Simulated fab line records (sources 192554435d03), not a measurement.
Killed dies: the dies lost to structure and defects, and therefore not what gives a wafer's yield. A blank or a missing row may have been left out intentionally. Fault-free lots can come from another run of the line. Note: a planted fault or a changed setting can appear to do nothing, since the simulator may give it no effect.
Which tool was responsible? | flow n5_finfet | 10 lots, 27 wafers sampled, at 4 steps of a route of 1938

== WHAT EACH GAUGE READ, for each wafer ==
N5_BEOL_M2_RS_MEAS_58: measures by four-point-probe.
lot  | measured     | on            | M2_RS (ohm/sq)
L836 | day 7 03:08  | film_metro-02 | 0.66 0.70 0.78
L837 | day 7 09:18  | film_metro-01 | 0.72 0.67
L839 | day 7 12:33  | film_metro-02 | 0.73 0.66 0.74
L840 | day 7 19:25  | film_metro-02 | 0.72 0.69 0.67
L841 | day 8 04:41  | film_metro-01 | 0.63 0.70 0.67
L843 | day 8 17:07  | film_metro-01 | 0.72 0.66
L846 | day 9 07:35  | film_metro-01 | 0.68 0.67 0.79
L847 | day 9 12:07  | film_metro-01 | 0.77 0.64 0.76
L856 | day 12 02:59 | film_metro-01 | 0.87 0.86
L859 | day 12 15:48 | film_metro-01 | 0.73 0.69 0.64

== WHAT TOOL EACH LOT RAN ON (gives the tool, then ch and the chambers of the sampled wafers, and finally the start) ==
lot  | N5_BEOL_M2_TRENCH_ETCH_37          | N5_BEOL_M2_SPUTTER_92        | N5_BEOL_M2_CO_CAP_55
L836 | rie_diel-03 ch 0,2,3, day 6 21:23  | pvd_sputter-02, day 7 01:38  | cvd_co-01 ch 0,1,2, day 7 02:57
L837 | rie_diel-02 ch 0,1, day 7 05:11    | pvd_sputter-03, day 7 07:49  | cvd_co-02 ch 1,2, day 7 09:07
L839 | rie_diel-02 ch 0,1, day 7 08:25    | pvd_sputter-02, day 7 11:04  | cvd_co-01 ch 1,2, day 7 12:22
L840 | rie_diel-02 ch 0,2,3, day 7 13:53  | pvd_sputter-02, day 7 17:55  | cvd_co-01 ch 0,1, day 7 19:14
L841 | rie_diel-02 ch 0,1,2, day 8 00:43  | pvd_sputter-01, day 8 03:11  | cvd_co-02 ch 0,1,2, day 8 04:30
L843 | rie_diel-01 ch 0,1, day 8 11:38    | pvd_sputter-01, day 8 15:38  | cvd_co-02 ch 1,2, day 8 16:58
L846 | rie_diel-01 ch 0,2,3, day 9 02:38  | pvd_sputter-03, day 9 06:06  | cvd_co-02 ch 0,1,2, day 9 07:24
L847 | rie_diel-01 ch 0,3, day 9 07:46    | pvd_sputter-01, day 9 10:35  | cvd_co-01 ch 1,2, day 9 11:55
L856 | rie_diel-01 ch 0,1, day 11 21:17   | pvd_sputter-03, day 12 01:29 | cvd_co-01 ch 1,2, day 12 02:48
L859 | rie_diel-02 ch 1,2,3, day 12 11:16 | pvd_sputter-01, day 12 14:19 | cvd_co-02 ch 0,1,2, day 12 15:38
- N5_BEOL_M2_TRENCH_ETCH_37: etches SiOC in C4F6/O2, target depth 55.555 nm, time 29.2 s.
- N5_BEOL_M2_SPUTTER_92: material Cu, target thk 4.5 nm, time 8.29 s.
- N5_BEOL_M2_CO_CAP_55: material Co, precursor CCTBA/H2, target thk 2 nm, time 102.1 s.

== THE ANSWER, worked out from the rows above alone ==
Rule: the lots themselves supply what counts as usual. The widest of any qualifying gaps counts: lots, ordered by their means at a reading, are off when they make up no more than a third of the lots, leave a main group of 4 or more, and stand apart from it by 3 or more times the standard deviation of that group's means. A main group is skipped when, at the precision printed for the reading in the tables above, its means are all equal. A lot without any number at a reading at which 4 lots or more have one is off too. Any other lot the step has rows for is counted as sound.
Off: L856, at N5_BEOL_M2_RS_MEAS_58 (M2_RS). For the main group the mean is 0.70 ohm/sq and the standard deviation 0.017.
If a tool, at a process step before that reading, ran all the lots that are off and no sound lot after the first of them, it fits. Gauges at N5_BEOL_M2_RS_MEAS_58: tried the same way as those tools. Can't be told from this: 3 tools fit, rie_diel-01 at N5_BEOL_M2_TRENCH_ETCH_37, pvd_sputter-03 at N5_BEOL_M2_SPUTTER_92, cvd_co-01 at N5_BEOL_M2_CO_CAP_55.

== WHAT THE SIMULATOR HAD PUT IN ==
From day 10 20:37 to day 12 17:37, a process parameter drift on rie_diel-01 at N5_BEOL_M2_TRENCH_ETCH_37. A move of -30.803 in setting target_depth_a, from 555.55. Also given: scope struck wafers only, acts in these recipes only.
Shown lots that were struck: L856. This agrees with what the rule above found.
